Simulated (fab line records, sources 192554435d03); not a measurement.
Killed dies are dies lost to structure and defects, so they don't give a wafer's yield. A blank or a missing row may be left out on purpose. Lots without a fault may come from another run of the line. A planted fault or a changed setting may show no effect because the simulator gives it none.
fab line records | flow n5_finfet | part 2 of 2: steps 5 to 6 of 6
record lots=24 wafers=72 last_day=17
route steps=1938 shown BEOL_M12@1643 BEOL_M13@1659
lots that met no fault: from a run of the same line without faults
start_h: hours from the record's first day to the start of the lot's first wafer shown | wait_h: hours since the lot's step before | " the same as in the row above | L1.1+2: a row that stands for several wafers | - no value, or no start given | * or withheld: withheld | < > ~ a bound
route shown NAME@n: a module of which the file shows steps, and the number in the route of the first | usual: mean/standard deviation of fault-free wafers | same: alike in all rows | chamber/n: place in a boat | sites: the reading at each site | _std_site: their standard deviation | _edge_site: outer sites' mean less inner sites' | radius_mm: how far each site lies from the wafer's centre | mask NAME#n: copy n | behind: the tool/chamber that last shaped the wafer | hold: why the lot was held/for how many hours/how that ended | device: the transistor (n, p or np) that didn't switch | end of line: the same wafers' tests at the end of the route | a step without rows: its recipe alone | killed: dies lost to structure and defects at the first sort, not the wafer's yield | map: a wafer's dies, x killed, . not, _ none there
set.NAME: the setting as run; set.NAME@STEP: as run at that earlier step | model.NAME: the simulator's own value behind a step, which no gauge read
steps of the route over a sample of lots; a table a step, a row a wafer
services: from which hour (start_h, from the record's first day; less than 0 if before it) a tool's chamber was out of use, for how many hours, and why
## steps
# step N5_BEOL_M13_ILD_DEP_00
# recipe material=SiOC target_thk_a=8379.2 temp_c=350 precursor=DEMS/O2 pressure_torr=5 rf_w=500 time_s=166.4
# usual heater_power_w=462/92 showerhead_plenum_p_Torr=5.689/0.013 showerhead_vpp_V=1433/85 throttle_valve_pct=11.9/0.35
# columns lot.wafer tool chamber start_h wait_h heater_power_w showerhead_plenum_p_Torr showerhead_vpp_V throttle_valve_pct
L075.2 pecvd-01 2 237.88 0.0 307 5.684 1395 11.9
L075.3 " 1 " " 534 5.700 1314 11.7
L075.5 " 1 " " 407 5.683 1329 11.4
L076.2 pecvd-01 2 241.35 0.0 378 5.678 1396 11.7
L076.4 " 1 " " 545 5.700 1310 11.6
L076.5 " 0 " " 418 5.700 1487 11.7
L074.4 pecvd-02 2 241.96 0.1 631 5.706 1535 11.3
L074.5 " 1 " " 408 5.672 1376 11.5
L074.6 " 0 " " 420 5.702 1573 12.3
L077.1 pecvd-02 0 249.75 0.0 380 5.714 1589 12.1
L077.2 " 1 " " 505 5.684 1402 11.4
L077.6 " 0 " " 417 5.710 1580 12.3
L078.1 pecvd-01 1 257.81 0.0 502 5.701 1317 11.7
L078.3 " 0 " " 441 5.674 1519 12.1
L078.6 " 1 " " 547 5.690 1277 11.6
L079.1 pecvd-02 2 263.78 0.0 657 5.696 1572 11.4
L079.2 " 0 " " 357 5.707 1574 12.2
L079.5 " 2 " " 673 5.681 1536 11.5
L083.3 pecvd-01 2 278.16 0.0 362 5.682 1389 11.7
L083.4 " 2 " " 291 5.688 1407 12.1
L083.5 " 1 " " 530 5.698 1291 11.6
L081.3 pecvd-04 1 279.37 0.0 542 5.682 1367 12.2
L081.5 " 2 " " 339 5.687 1374 11.8
L081.6 " 1 " " 586 5.690 1385 12.4
L082.1 pecvd-01 0 285.31 0.0 391 5.686 1490 12.1
L082.4 " 0 " " 413 5.675 1514 11.9
L082.5 " 2 " " 381 5.685 1393 12.3
L080.1 pecvd-02 2 294.01 0.0 674 5.698 1530 11.4
L080.5 " 0 " " 356 5.711 1583 12.4
L080.6 " 1 " " 493 5.678 1422 11.4
L084.1 pecvd-02 2 300.12 0.0 673 5.684 1544 11.5
L084.2 " 1 " " 448 5.668 1395 11.4
L084.6 " 1 " " 486 5.672 1385 11.5
L085.3 pecvd-02 0 300.39 0.0 445 5.695 1587 12.4
L085.4 " 0 " " 353 5.708 1604 12.3
L085.5 " 2 " " 679 5.691 1552 11.4
L087.1 pecvd-04 0 304.41 0.0 477 5.683 1450 12.5
L087.2 " 2 " " 407 5.697 1359 11.9
L087.3 " 1 " " 600 5.683 1394 12.1
L086.1 pecvd-04 1 309.70 0.0 557 5.683 1376 12.1
L086.2 " 2 " " 385 5.685 1376 11.8
L086.5 " 1 " " 604 5.690 1372 12.0
L088.1 pecvd-01 2 317.70 0.0 331 5.702 1373 12.0
L088.2 " 1 " " 493 5.711 1317 11.8
L088.6 " 0 " " 438 5.682 1502 11.8
L091.1 pecvd-01 2 333.22 0.0 363 5.680 1398 11.7
L091.2 " 1 " " 527 5.708 1303 11.4
L091.3 " 0 " " 441 5.666 1482 12.1
L089.1 pecvd-04 2 339.53 0.0 422 5.717 1341 11.6
L089.2 " 0 " " 429 5.694 1440 12.8
L089.4 " 1 " " 620 5.676 1380 12.2
L090.3 pecvd-04 2 340.25 0.0 372 5.714 1334 11.7
L090.5 " 2 " " 402 5.714 1376 12.0
L090.6 " 1 " " 492 5.684 1378 11.9
L093.2 pecvd-01 1 341.65 0.0 484 5.700 1328 11.7
L093.3 " 0 " " 429 5.682 1503 11.9
L093.4 " 0 " " 463 5.681 1513 12.3
L092.2 pecvd-01 2 343.72 0.0 365 5.675 1414 11.9
L092.4 " 0 " " 359 5.685 1499 11.9
L092.6 " 1 " " 538 5.692 1318 11.5
L094.4 pecvd-01 1 351.84 0.1 440 5.680 1321 11.5
L094.5 " 2 " " 302 5.685 1395 12.0
L094.6 " 0 " " 348 5.671 1511 12.2
L095.1 pecvd-04 0 360.40 0.0 503 5.693 1453 12.2
L095.4 " 1 " " 559 5.695 1357 12.1
L095.5 " 1 " " 591 5.681 1384 11.9
L096.1 pecvd-04 0 365.46 0.0 506 5.689 1447 12.5
L096.2 " 1 " " 512 5.676 1394 12.1
L096.5 " 0 " " 416 5.687 1457 12.2
L097.2 pecvd-02 1 366.81 0.0 443 5.670 1394 11.7
L097.3 " 0 " " 396 5.706 1585 11.9
L097.4 " 2 " " 551 5.698 1557 11.5
# step N5_BEOL_M13_STRIP_63
# recipe chemistry=N2/H2 power_w=1000 temp_c=250 h2_frac=0.65 overash_fraction=0.3 pressure_mtorr=1000 n2_flow_sccm=1750 h2_flow_sccm=3250
# usual drypump_motor_current_A=6.3/0.31 heater_power_w=321/18 oes_product_au=0.675/0.0045 strip_time_to_endpoint_s=28.1/1 temp_c=249.99/0.2
# columns lot.wafer tool chamber start_h wait_h drypump_motor_current_A heater_power_w oes_product_au rf_hours_counter_h strip_time_to_endpoint_s temp_c
L075.2 plasma_asher-02 1 238.75 - 6.1 345 0.675 115 29.0 249.90
L075.3 " 0 " " 6.0 330 0.672 - 28.1 249.96
L075.5 " 0 " " 6.0 332 0.675 - 27.7 250.06
L076.2 plasma_asher-02 1 242.24 - 6.1 356 0.677 116 29.1 250.16
L076.4 " 0 " " 6.0 326 0.671 - 27.9 249.82
L076.5 " 1 " " 6.1 353 0.678 - 28.1 250.14
L074.4 plasma_asher-02 1 242.91 - 6.2 334 0.679 - 27.8 249.75
L074.5 " 0 " " 6.0 324 0.672 - 27.3 250.22
L074.6 " 1 " " 6.2 334 0.667 - 27.1 249.66
L077.1 plasma_asher-01 1 250.74 - 6.7 314 0.677 73 28.9 250.02
L077.2 " 0 " " 6.1 306 0.676 73 29.3 250.27
L077.6 " 1 " " 6.8 306 0.673 - 27.5 250.04
L078.1 plasma_asher-01 0 258.80 - 6.2 300 0.681 74 29.4 249.79
L078.3 " 1 " " 6.7 306 0.675 - 27.7 249.80
L078.6 " 1 " " 6.7 309 0.678 - 27.5 250.08
L079.1 plasma_asher-01 1 265.38 - 6.8 318 0.676 75 29.5 249.91
L079.2 " 0 " " 6.1 297 0.674 75 28.5 249.72
L079.5 " 1 " " 6.8 314 0.665 - 28.0 249.67
L083.3 plasma_asher-02 1 279.04 - 6.1 342 0.680 - 29.3 250.12
L083.4 " 0 " " 5.9 329 0.677 - 27.9 249.90
L083.5 " 0 " " 5.9 336 0.671 - 28.4 249.88
L081.3 plasma_asher-02 0 280.38 - 6.0 335 0.675 - 28.2 250.46
L081.5 " 1 " " 6.1 338 0.680 - 27.3 250.19
L081.6 " 0 " " 6.0 331 0.673 - 26.4 250.39
L082.1 plasma_asher-01 0 286.17 - 6.1 296 0.684 79 30.2 249.71
L082.4 " 0 " " 6.1 303 0.672 - 27.6 250.17
L082.5 " 1 " " 6.8 312 0.676 - 28.3 249.81
L080.1 plasma_asher-01 1 294.88 - 6.8 310 0.675 81 28.2 250.15
L080.5 " 1 " " 6.8 310 0.672 - 27.1 250.12
L080.6 " 0 " " 6.1 294 0.680 - 27.0 249.95
L084.1 plasma_asher-01 0 300.98 - 6.1 297 0.671 82 27.2 249.86
L084.2 " 1 " " 6.8 318 0.672 82 28.1 250.19
L084.6 " 0 " " 6.1 314 0.677 - 26.9 249.80
L085.3 plasma_asher-01 0 301.40 - 6.1 297 0.666 - 28.4 250.04
L085.4 " 1 " " 6.8 311 0.670 - 27.5 249.88
L085.5 " 0 " " 6.1 301 0.674 - 27.4 249.80
L087.1 plasma_asher-01 1 305.40 - 6.8 302 0.673 83 27.0 250.08
L087.2 " 0 " " 6.1 305 0.673 83 27.7 249.98
L087.3 " 0 " " 6.1 306 0.675 - 27.5 250.21
L086.1 plasma_asher-02 0 310.57 - 6.0 331 0.680 130 29.3 250.09
L086.2 " 1 " " 6.2 347 0.669 130 27.7 249.63
L086.5 " 0 " " 6.0 333 0.662 - 27.1 250.41
L088.1 plasma_asher-01 0 319.43 - 6.1 297 0.676 85 27.8 250.15
L088.2 " 1 " " 6.8 311 0.687 85 29.0 250.03
L088.6 " 1 " " 6.8 312 0.670 - 26.7 250.07
L091.1 plasma_asher-02 1 334.09 - 6.1 340 0.678 135 28.3 249.80
L091.2 " 0 " " 6.0 332 0.672 135 29.0 250.12
L091.3 " 1 " " 6.1 348 0.680 - 30.0 250.11
L089.1 plasma_asher-02 0 340.39 - 6.0 330 0.675 137 29.6 250.15
L089.2 " 1 " " 6.1 346 0.680 137 29.6 250.03
L089.4 " 0 " " 6.0 332 0.677 - 27.9 250.10
L090.3 plasma_asher-02 0 341.34 - 5.9 334 0.680 - 29.7 249.42
L090.5 " 1 " " 6.1 349 0.679 - 27.7 250.09
L090.6 " 0 " " 5.9 335 0.672 - 28.2 249.64
L093.2 plasma_asher-02 0 342.86 - 6.0 332 0.673 138 29.1 249.99
L093.3 " 1 " " 6.1 343 0.682 - 30.5 250.04
L093.4 " 0 " " 5.9 329 0.673 - 29.3 249.87
L092.2 plasma_asher-01 1 344.71 - 6.8 313 0.679 91 29.0 250.10
L092.4 " 0 " " 6.1 295 0.673 - 28.0 249.95
L092.6 " 0 " " 6.1 295 0.676 - 28.0 249.88
L094.4 plasma_asher-01 1 353.12 - 6.8 318 0.667 - 28.4 249.94
L094.5 " 1 " " 6.7 313 0.673 - 28.8 249.75
L094.6 " 0 " " 6.2 303 0.673 - 28.4 249.99
L095.1 plasma_asher-02 1 361.47 - 6.2 350 0.677 142 29.8 250.31
L095.4 " 1 " " 6.2 353 0.669 - 27.5 249.98
L095.5 " 1 " " 6.2 348 0.669 - 27.6 250.27
L096.1 plasma_asher-01 0 366.51 - 6.1 300 0.671 95 27.0 249.90
L096.2 " 1 " " 6.8 308 0.680 95 27.7 250.34
L096.5 " 1 " " 6.8 313 0.679 - 26.8 250.33
L097.2 plasma_asher-01 1 367.85 - 6.8 314 0.670 95 27.6 250.09
L097.3 " 0 " " 6.1 300 0.676 - 26.9 250.11
L097.4 " 1 " " 6.8 306 0.676 - 26.1 249.86
## services
# columns tool chamber start_h hours kind
rie_diel-02 - 215.16 4.3 pm
pecvd-01 - 217.42 3.1 repair
plasma_asher-01 - 219.76 1.7 repair
rie_diel-02 2 225.53 14.6 repair
cmp-01 - 227.14 8.5 repair
cmp-02 - 242.03 4.0 pm
pecvd-03 - 243.56 0.8 repair
pecvd-02 1 254.24 5.4 repair
cmp-01 - 271.91 4.0 pm
pecvd-03 2 281.75 5.9 repair
cmp-03 - 281.92 1.9 repair
cmp-01 - 282.21 2.8 repair
rie_diel-04 1 288.71 11.0 repair
rie_diel-04 - 298.50 2.8 pm
rie_diel-03 3 301.67 7.3 repair
cmp-02 - 303.20 3.1 repair
cmp-02 - 317.60 0.7 repair
rie_diel-03 3 322.29 11.0 repair
pecvd-02 - 323.11 2.0 repair
cmp-01 - 328.75 2.5 repair
cmp-01 - 335.67 1.4 repair
rie_diel-04 3 340.45 5.4 repair
pecvd-02 1 351.24 3.6 repair
pecvd-01 0 352.32 2.8 repair
